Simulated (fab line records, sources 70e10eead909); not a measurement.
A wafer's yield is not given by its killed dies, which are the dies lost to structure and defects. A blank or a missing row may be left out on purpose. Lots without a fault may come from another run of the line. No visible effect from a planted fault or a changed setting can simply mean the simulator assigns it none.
fab line records	flow nandHarc
record: lots: 12	wafers: 35	lastDay: 33
route steps=1302 shown A_CONTACT@1047 END@1302
lots that met no fault: taken from a fault-free run of the same line
startH: hours from the record's opening day to when the first of the lot's shown wafers began	waitH: how many hours have passed since the lot's step before this one	" unchanged from the row above	L1.1+2: one row covering several wafers at once	- value missing, or start not given	* or withheld: withheld	< > ~ a bound
route shown NAME@n: NAME is a module with steps in the file, n the number in the route of the first one	usual: mean/standard deviation taken from wafers without a fault	same: alike in all rows	chamber/n: place in a boat	sites: readings site by site	_std_site: the standard deviation of these	_edge_site: outer sites' mean less inner sites'	radiusMm: how far each site lies from the wafer's centre	mask NAME#n: copy n	behind: tool/chamber where the wafer was last shaped	hold: cause of the lot's hold/its duration in hours/its outcome	device: whichever transistor did not switch (one of n, p or np)	end of line: the same wafers' tests at the end of the route	step lacking rows: just its recipe	killed: at the first sort, the dies lost to defects and structure; wafer yield is something else	map: shows each die of a wafer: x if killed, . if not, _ if none is there
set.NAME: the setting as run; set.NAME@STEP: as run at that earlier step	model.NAME: the simulator's own value behind a step, which no gauge read
one table for each step of the route and one row for each wafer, over a sample of lots
services: when a tool's chamber went out of use (startH, in hours from the record's first day, below 0 if earlier), for how many hours, and the reason
== steps ==
step: NHARC_A_CONTACT_ETCH_124
recipe: sourceW: withheld	pressureMtorr: 20	biasV: withheld	timeS: 140	targetDepthA: 7000	arFlowSccm: withheld	c4f8FlowSccm: withheld	o2FlowSccm: withheld	chemistry: C4F8/O2/Ar
lot.wafer	tool	chamber	startH	waitH	rfHoursCounterH
L211.1	harCapEtch-01	0	530.29	-	4
L211.4	"	0	"	"	-
L211.5	"	0	"	"	-
L210.1	harCapEtch-02	1	531.86	-	91
L210.4	"	1	"	"	-
L210.5	"	1	"	"	-
L213.2	harCapEtch-02	1	539.47	-	92
L213.3	"	0	"	"	-
L213.5	"	1	"	"	-
L215.1	harCapEtch-03	1	570.00	-	54
L215.4	"	0	"	"	-
L215.6	"	1	"	"	-
L221.2	harCapEtch-01	0	609.70	-	18
L221.3	"	1	"	"	-
L221.6	"	1	"	"	-
L219.2	harCapEtch-02	1	613.52	-	106
L219.4	"	0	"	"	-
L219.5	"	0	"	"	-
L218.1	harCapEtch-01	1	618.57	-	20
L218.3	"	1	"	"	-
L218.5	"	0	"	"	-
L227.4	harCapEtch-01	0	702.95	-	-
L227.5	"	0	"	"	-
L229.2	harCapEtch-02	0	714.02	-	123
L229.1	"	1	"	"	123
L229.4	"	1	"	"	-
L230.2	harCapEtch-03	1	719.14	-	79
L230.3	"	1	"	"	-
L230.6	"	1	"	"	-
L231.2	harCapEtch-03	1	733.43	-	83
L231.4	"	1	"	"	-
L231.5	"	0	"	"	-
L232.2	harCapEtch-02	1	735.77	-	128
L232.4	"	1	"	"	-
L232.5	"	0	"	"	-
step: NHARC_A_CONTACT_ETCH_130
recipe: sourceW: withheld	pressureMtorr: 20	biasV: 3000	timeS: 197	targetDepthA: 19180	arFlowSccm: withheld	c4f8FlowSccm: withheld	o2FlowSccm: withheld	chemistry: C4F8/O2/Ar
lot.wafer	tool	chamber	startH	waitH	rfHoursCounterH
L211.1	harCapEtch-01	0	531.37	0.1	5
L211.4	"	0	"	"	-
L211.5	"	0	"	"	-
L210.1	harCapEtch-02	1	532.93	0.1	92
L210.4	"	1	"	"	-
L210.5	"	1	"	"	-
L213.2	harCapEtch-02	1	540.55	0.1	93
L213.3	"	0	"	"	-
L213.5	"	1	"	"	-
L215.1	harCapEtch-03	1	571.08	0.1	55
L215.4	"	0	"	"	-
L215.6	"	1	"	"	-
L221.2	harCapEtch-01	0	610.79	0.1	19
L221.3	"	1	"	"	-
L221.6	"	1	"	"	-
L219.2	harCapEtch-02	1	614.61	0.1	106
L219.4	"	0	"	"	-
L219.5	"	0	"	"	-
L218.1	harCapEtch-01	1	619.66	0.1	21
L218.3	"	1	"	"	-
L218.5	"	0	"	"	-
L227.4	harCapEtch-01	0	704.03	0.1	-
L227.5	"	0	"	"	-
L229.2	harCapEtch-02	0	715.10	0.1	124
L229.1	"	1	"	"	124
L229.4	"	1	"	"	-
L230.2	harCapEtch-03	1	720.21	0.1	80
L230.3	"	1	"	"	-
L230.6	"	1	"	"	-
L231.2	harCapEtch-03	1	734.51	0.1	84
L231.4	"	1	"	"	-
L231.5	"	0	"	"	-
L232.2	harCapEtch-02	1	736.85	0.1	129
L232.4	"	1	"	"	-
L232.5	"	0	"	"	-
step: NHARC_A_CONTACT_ETCH_106
recipe: targetDepthA: 900	overetchA: 90	timeS: 49.5	ionEnergyEv: 100	cf4FlowSccm: 80	o2FlowSccm: 20	arFlowSccm: 0	rfW: 300	biasW: 100	chemistry: CF4/O2
usual: biasW: 99.99/0.28	cf4FlowSccm: 79.99/0.24	drypumpMotorCurrentA: 5.69/0.25	mfcArSccm: 0.016/0.012	oes_f_703_au: 0.999/0.0051	oesProductAu: 1.002/0.0099	rfVppV: 197.7/1.4	showerheadPlenumPTorr: 1.33/0.054	throttleValvePct: 13.398/0.0082
lot.wafer	tool	chamber	startH	waitH	biasW	cf4FlowSccm	drypumpMotorCurrentA	mfcArSccm	oes_f_703_au	oesProductAu	rfHoursCounterH	rfVppV	showerheadPlenumPTorr	throttleValvePct
L211.1	rieDiel-12	1	533.25	0.1	99.99	80.01	5.33	0	0.999	0.995	18	200.1	1.39	13.399
L211.4	"	3	"	"	99.99	80.24	5.84	0.027	0.996	0.991	-	198.8	1.30	13.403
L211.5	"	1	"	"	100.16	79.83	5.33	0	0.995	0.999	-	198.9	1.39	13.382
L210.4	rieDiel-13	3	534.73	0.1	100.19	80.09	5.91	0	1.003	1.023	3	197.0	1.34	13.416
L210.1	"	2	"	"	100.09	79.94	5.76	0.020	0.996	1.016	2	196.7	1.28	13.395
L210.5	"	0	"	"	99.96	80.05	5.84	0.024	1.005	0.994	-	198.4	1.37	13.409
L213.3	rieDiel-12	1	542.53	0.1	99.97	79.76	5.34	0	1.002	1.002	21	199.4	1.39	13.408
L213.2	"	2	"	"	100.30	79.77	5.88	0.027	1.007	1.003	21	199.6	1.38	13.401
L213.5	"	3	"	"	99.87	79.55	5.83	0.027	0.999	0.998	-	199.2	1.30	13.395
L215.1	rieDiel-12	2	573.10	0.1	99.88	79.84	5.90	0.027	0.991	0.997	25	199.4	1.38	13.397
L215.4	"	0	"	"	99.72	79.59	5.36	0.012	0.999	0.995	20	196.7	1.24	13.397
L215.6	"	1	"	"	99.73	79.44	5.36	0	1.003	1.013	-	200.1	1.39	13.385
L221.2	rieDiel-12	1	612.59	0.1	99.79	80.27	5.34	0	0.988	0.993	31	198.9	1.39	13.399
L221.3	"	2	"	"	99.95	79.94	5.88	0.027	1.003	1.000	30	197.9	1.38	13.379
L221.6	"	1	"	"	99.83	80.24	5.36	0	0.997	0.999	-	199.6	1.39	13.386
L219.4	rieDiel-13	0	616.40	0.1	99.88	79.78	5.86	0.024	0.997	0.999	31	198.8	1.36	13.398
L219.2	"	3	"	"	100.52	79.86	5.94	0	1.003	1.000	36	197.2	1.33	13.390
L219.5	"	1	"	"	99.96	80.17	5.90	0.030	1.003	1.009	-	199.4	1.36	13.410
L218.1	rieDiel-13	0	621.47	0.1	99.48	79.85	5.85	0.024	0.998	1.005	33	197.6	1.36	13.408
L218.3	"	2	"	"	99.81	79.95	5.80	0.020	1.003	1.017	32	195.5	1.27	13.395
L218.5	"	3	"	"	99.73	79.73	5.92	0	0.997	1.010	-	197.8	1.33	13.391
L227.4	rieDiel-12	2	705.82	0.1	100.07	79.94	5.88	0.027	0.992	1.028	13	199.3	1.38	13.396
L227.5	"	1	"	"	100.09	80.28	5.35	0	1.003	1.001	-	198.5	1.38	13.392
L229.4	rieDiel-13	3	717.04	0.1	100.04	79.99	5.91	0	1.006	1.014	5	197.7	1.32	13.395
L229.2	"	0	"	"	100.22	79.83	5.85	0.024	0.996	1.000	6	198.2	1.36	13.395
L229.1	"	2	"	"	99.92	80.57	5.78	0.020	0.996	1.010	5	196.0	1.27	13.397
L230.2	rieDiel-12	2	722.80	0.1	100.25	80.07	5.90	0.027	1.003	1.018	15	198.2	1.38	13.391
L230.3	"	3	"	"	100.22	79.58	5.82	0.027	0.994	0.988	13	196.6	1.29	13.394
L230.6	"	2	"	"	100.36	80.20	5.88	0.027	1.000	1.020	-	197.9	1.38	13.401
L231.4	rieDiel-02	1	736.35	0.1	99.67	79.93	5.16	0.014	0.995	0.989	52	198.4	1.37	13.384
L231.2	"	3	"	"	100.12	80.05	5.70	0.037	0.999	0.999	52	196.3	1.32	13.404
L231.5	"	0	"	"	99.92	80.33	6.24	0	1.002	0.998	-	196.1	1.24	13.403
L232.2	rieDiel-12	3	738.65	0.1	100.33	80.37	5.81	0.027	0.995	0.993	16	196.3	1.29	13.393
L232.4	"	0	"	"	99.59	80.06	5.36	0.012	1.004	0.997	18	195.3	1.24	13.404
L232.5	"	1	"	"	99.68	79.89	5.33	0	0.992	1.008	-	198.7	1.38	13.402
step: NHARC_A_CONTACT_DEP_85
recipe: targetThkA: 600	targetThkNm: 60	tempC: 400	pressureTorr: 3.5	flowSccm: 200	rfW: 350	material: SiON
usual: chamberPressureTorr: 3.502/0.0079	heaterPowerOuterW: 438/68	heaterPowerW: 744/94	susceptorTempC: 400.02/0.21
lot.wafer	tool	chamber	startH	waitH	chamberPressureTorr	heaterPowerOuterW	heaterPowerW	susceptorTempC
L211.1	pecvd-04	2	535.80	1.5	3.506	492	825	399.90
L211.5	"	0	"	"	3.496	496	845	400.10
L211.4	"	1	"	"	3.487	478	835	399.72
L210.1	pecvd-03	2	537.56	1.5	3.505	408	679	400.27
L210.4	"	2	"	"	3.494	401	687	400.39
L210.5	"	0	"	"	3.502	393	727	399.99
L213.2	pecvd-02	2	547.07	1.3	3.502	431	729	400.00
L213.3	"	0	"	"	3.509	381	608	400.21
L213.5	"	1	"	"	3.511	468	764	399.98
L215.1	pecvd-02	1	575.53	1.5	3.507	389	693	399.93
L215.6	"	0	"	"	3.493	325	563	399.93
L215.4	"	1	"	"	3.506	409	695	400.12
L221.3	pecvd-03	0	617.98	0.9	3.503	342	645	399.58
L221.2	"	1	"	"	3.497	440	716	399.62
L221.6	"	1	"	"	3.497	464	745	399.74
L219.2	pecvd-02	0	619.73	1.2	3.510	386	640	400.24
L219.4	"	2	"	"	3.507	367	607	400.20
L219.5	"	0	"	"	3.499	382	629	400.07
L218.1	pecvd-04	0	623.83	1.4	3.488	511	881	399.78
L218.3	"	1	"	"	3.500	547	929	400.13
L218.5	"	2	"	"	3.504	475	782	399.99
L227.5	pecvd-04	2	708.39	0.4	-	-	-	-
L227.4	"	0	"	"	-	-	-	-
L229.1	pecvd-04	1	720.93	1.5	-	-	-	-
L229.2	"	2	"	"	-	-	-	-
L229.4	"	1	"	"	-	-	-	-
L230.3	pecvd-02	2	727.83	0.9	3.496	421	696	399.91
L230.2	"	0	"	"	3.505	358	593	400.22
L230.6	"	2	"	"	3.503	413	697	399.86
L231.2	pecvd-02	2	739.99	1.2	3.496	400	692	400.01
L231.4	"	0	"	"	3.501	366	634	400.03
L231.5	"	2	"	"	3.515	401	676	399.99
L232.2	pecvd-04	0	745.41	1.2	3.493	498	844	400.18
L232.4	"	1	"	"	3.491	471	814	399.85
L232.5	"	2	"	"	3.506	487	809	400.17
step: NHARC_END_SORT_01
recipe: tempC: 25
usual: killedAtArray: 58/18	killedAtOther: 1.0/1.5	killedAtPeriphery: 4/3.1	killedDies: 64/18	killedOpen: 3.4/1.9	killedShort: 2.7/1.7
same: grossDies: 677
lot.wafer	tool	chamber	startH	waitH	killedAtArray	killedAtOther	killedAtPeriphery	killedDies	killedOpen	killedShort
L211.1	prober-02	0	593.10	2.5	43	1	13	57	7	1
L211.4	prober-02	0	595.47	3.4	49	0	9	58	4	4
L211.5	prober-02	0	596.26	3.7	36	2	4	42	1	1
L221.2	prober-02	0	671.36	2.8	56	1	4	61	5	4
L221.3	prober-02	0	672.16	3.1	63	2	2	67	5	2
L221.6	prober-02	0	674.56	4.0	55	0	4	59	2	3
L227.4	prober-01	0	769.13	3.4	670	1	6	677	1	5
L227.5	prober-01	0	769.94	3.7	674	1	2	677	4	2
L229.1	prober-02	0	776.75	2.5	673	1	3	677	2	1
L229.2	prober-02	0	777.57	2.8	672	1	4	677	2	4
L229.4	prober-02	0	779.19	3.4	663	6	8	677	5	4
L230.2	prober-01	0	777.57	2.8	33	0	11	44	5	1
L230.3	prober-01	0	778.35	3.1	41	0	12	53	9	6
L230.6	prober-01	0	780.70	3.9	46	1	9	56	4	3
killed by level:class
L211.1 A_SLIT:chamberFilmFlake=20 P_GATE:chamberFilmFlake=8 A_CHANNEL_HOLE_D2:chamberFilmFlake=8 A_BONDPAD:chamberFilmFlake=3 A_STAIRCASE:chamberFilmFlake=3 A_CHANNEL_FILL_D2:geometricParticle:open=2 A_CHANNEL_HOLE_D1:chamberFilmFlake=2 P_GATE:geometricParticle:short=1
L211.4 A_SLIT:chamberFilmFlake=23 P_GATE:chamberFilmFlake=8 A_CHANNEL_HOLE_D2:chamberFilmFlake=6 A_STAIRCASE:chamberFilmFlake=4 A_M0:geometricParticle:open=3 A_CHANNEL_HOLE_D1:chamberFilmFlake=3 A_CONTACT:chamberFilmFlake=3 P_GATE:geometricParticle:short=1
L211.5 A_SLIT:chamberFilmFlake=24 A_CONTACT:chamberFilmFlake=4 P_GATE:chamberFilmFlake=3 A_CHANNEL_HOLE_D1:chamberFilmFlake=2 A_STAIRCASE:chamberFilmFlake=2 THIN_TSV:chamberFilmFlake=2 A_SOURCE_PLATE:geometricParticle:short=1 A_CHANNEL_FILL_D1:geometricParticle:open=1
L221.2 A_SLIT:chamberFilmFlake=22 A_CHANNEL_HOLE_D2:chamberFilmFlake=14 A_CHANNEL_HOLE_D1:chamberFilmFlake=5 P_BONDPAD:chamberFilmFlake=2 A_DECK1_JOINT:chamberFilmFlake=2 A_STAIRCASE:chamberFilmFlake=2 A_ONON_D1:geometricParticle:open=1 A_CHANNEL_FILL_D1:geometricParticle:short=1
L221.3 A_SLIT:chamberFilmFlake=29 A_CHANNEL_HOLE_D2:chamberFilmFlake=11 A_CHANNEL_HOLE_D1:chamberFilmFlake=5 A_CONTACT:chamberFilmFlake=5 A_WL_FILL:chamberFilmFlake=3 P_BONDPAD:chamberFilmFlake=2 A_DECK1_JOINT:chamberFilmFlake=2 A_SOURCE_PLATE:geometricParticle:short=1
L221.6 A_SLIT:chamberFilmFlake=28 A_CHANNEL_HOLE_D1:chamberFilmFlake=7 A_CONTACT:chamberFilmFlake=6 A_CHANNEL_HOLE_D2:chamberFilmFlake=5 A_SGD_CUT:geometricParticle:short=2 P_BONDPAD:chamberFilmFlake=2 A_DECK1_JOINT:chamberFilmFlake=2 A_STAIRCASE:chamberFilmFlake=2
L227.4 A_CONTACT:areaDep=647 A_SLIT:chamberFilmFlake=10 A_CHANNEL_HOLE_D1:chamberFilmFlake=4 P_GATE:chamberFilmFlake=2 A_STAIRCASE:chamberFilmFlake=2 A_WL_FILL:chamberFilmFlake=2 P_M0:geometricParticle:open=1 P_M1:geometricParticle:short=1
L227.5 A_CONTACT:areaDep=649 A_CHANNEL_HOLE_D1:chamberFilmFlake=9 A_SLIT:chamberFilmFlake=4 A_CHANNEL_FILL_D2:geometricParticle:open=2 A_ZERO_WELL:chamberFilmFlake=2 A_CONTACT:chamberFilmFlake=2 A_ONON_D1:geometricParticle:short=1 A_CHANNEL_FILL_D1:geometricParticle:short=1
L229.1 A_CONTACT:areaDep=600 A_SLIT:chamberFilmFlake=30 A_CONTACT:chamberFilmFlake=15 A_CHANNEL_HOLE_D2:chamberFilmFlake=12 A_CHANNEL_HOLE_D1:chamberFilmFlake=8 A_STAIRCASE:chamberFilmFlake=3 P_CONTACT:chamberFilmFlake=2 A_BLC:chamberFilmFlake=2
L229.2 A_CONTACT:areaDep=601 A_CHANNEL_HOLE_D2:chamberFilmFlake=18 A_SLIT:chamberFilmFlake=18 A_CONTACT:chamberFilmFlake=12 A_CHANNEL_HOLE_D1:chamberFilmFlake=8 A_BONDPAD:chamberFilmFlake=7 A_ONON_D2:geometricParticle:short=2 P_ZERO_WELL:chamberFilmFlake=2
L230.2 A_CHANNEL_HOLE_D1:chamberFilmFlake=14 A_SLIT:chamberFilmFlake=10 P_GATE:chamberFilmFlake=7 A_CONTACT:chamberFilmFlake=4 A_CHANNEL_HOLE_D2:geometricParticle:open=2 A_STAIRCASE:chamberFilmFlake=2 P_CONTACT:geometricParticle:open=1 P_M0:geometricParticle:open=1
L230.3 A_CHANNEL_HOLE_D1:chamberFilmFlake=13 A_SLIT:chamberFilmFlake=9 P_GATE:chamberFilmFlake=5 A_CONTACT:chamberFilmFlake=5 A_STAIRCASE:chamberFilmFlake=3 P_CONTACT:geometricParticle:open=2 A_CHANNEL_FILL_D1:geometricParticle:open=2 A_ONON_D2:geometricParticle:short=2
L229.4 A_CONTACT:areaDep=594 A_SLIT:chamberFilmFlake=30 A_CHANNEL_HOLE_D2:chamberFilmFlake=11 A_CONTACT:chamberFilmFlake=10 A_CHANNEL_HOLE_D1:chamberFilmFlake=8 THIN_TSV:chamberFilmFlake=6 A_BLC:geometricParticle:open=3 P_ZERO_WELL:chamberFilmFlake=3
L230.6 A_CHANNEL_HOLE_D1:chamberFilmFlake=14 A_CONTACT:chamberFilmFlake=13 A_SLIT:chamberFilmFlake=8 P_GATE:chamberFilmFlake=4 A_STAIRCASE:chamberFilmFlake=3 P_CONTACT:geometricParticle:open=2 P_CONTACT:chamberFilmFlake=2 A_CHANNEL_HOLE_D2:chamberFilmFlake=2
== services ==
tool	chamber	startH	hours	kind
harCapEtch-01	0	514.35	-	clean
rieDiel-13	-	519.58	9.0	pm
rieDiel-02	3	538.62	6.4	repair
pecvd-03	1	542.80	23.6	repair
pecvd-03	-	547.75	13.0	pm
rieDiel-13	-	556.80	1.1	repair
rieDiel-02	-	571.06	9.0	pm
rieDiel-12	2	574.55	3.9	repair
pecvd-02	-	589.32	13.0	pm
rieDiel-12	-	622.48	9.0	pm
pecvd-04	-	631.00	13.0	pm
rieDiel-13	0	653.55	4.0	repair
rieDiel-02	-	663.47	0.3	repair
rieDiel-12	-	669.03	5.1	repair
pecvd-02	-	669.94	1.5	repair
pecvd-03	2	674.89	8.4	repair
pecvd-02	0	686.03	11.0	repair
rieDiel-13	2	687.26	5.3	repair
rieDiel-13	-	696.58	9.0	pm
pecvd-02	-	706.56	0.3	repair
rieDiel-12	2	710.59	2.6	repair
pecvd-03	-	728.75	13.0	pm
pecvd-02	-	737.56	0.8	repair
pecvd-02	-	741.16	1.3	repair
== key ==
firstSign: step: NHARC_A_CONTACT_DEP_85	reading: toolRecord	direction: missing
effect: step: NHARC_END_SORT_01	reading: killedAtArray	direction: up	sigmas: 35	usual: 58	struck: 670
moreKillsBornAt: NHARC_A_CONTACT_DEP_85@pecvd-04: 3091
metAt NHARC_A_CONTACT_DEP_85
struckLots L227,L229
laterRowsLeftOut L227.4,L227.5,L229.1,L229.2,L229.4
testerLeftOut L227,L229
notActingAt NHARC_A_CONTACT_ETCH_124,NHARC_A_CONTACT_ETCH_130,NHARC_A_CONTACT_ETCH_106
onsetBetween 623.83 708.39
fault: kind: skippedStepWhole	tool: pecvd-04	chamber: -	onsetH: 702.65	steps: NHARC_A_CONTACT_DEP_85	scope: struckLotsOnly
testerLeftOut: of these lots the tester's yield and bins aren't shown, on N5 and GAA mostly nor the transistor test; their killed dies are dies lost to structure and defects alone, not to doping, threshold or leakage, so they don't give the yield
laterRowsLeftOut: the simulator's readings of these wafers behind a module that went badly wrong aren't trusted and aren't shown, but for the sort
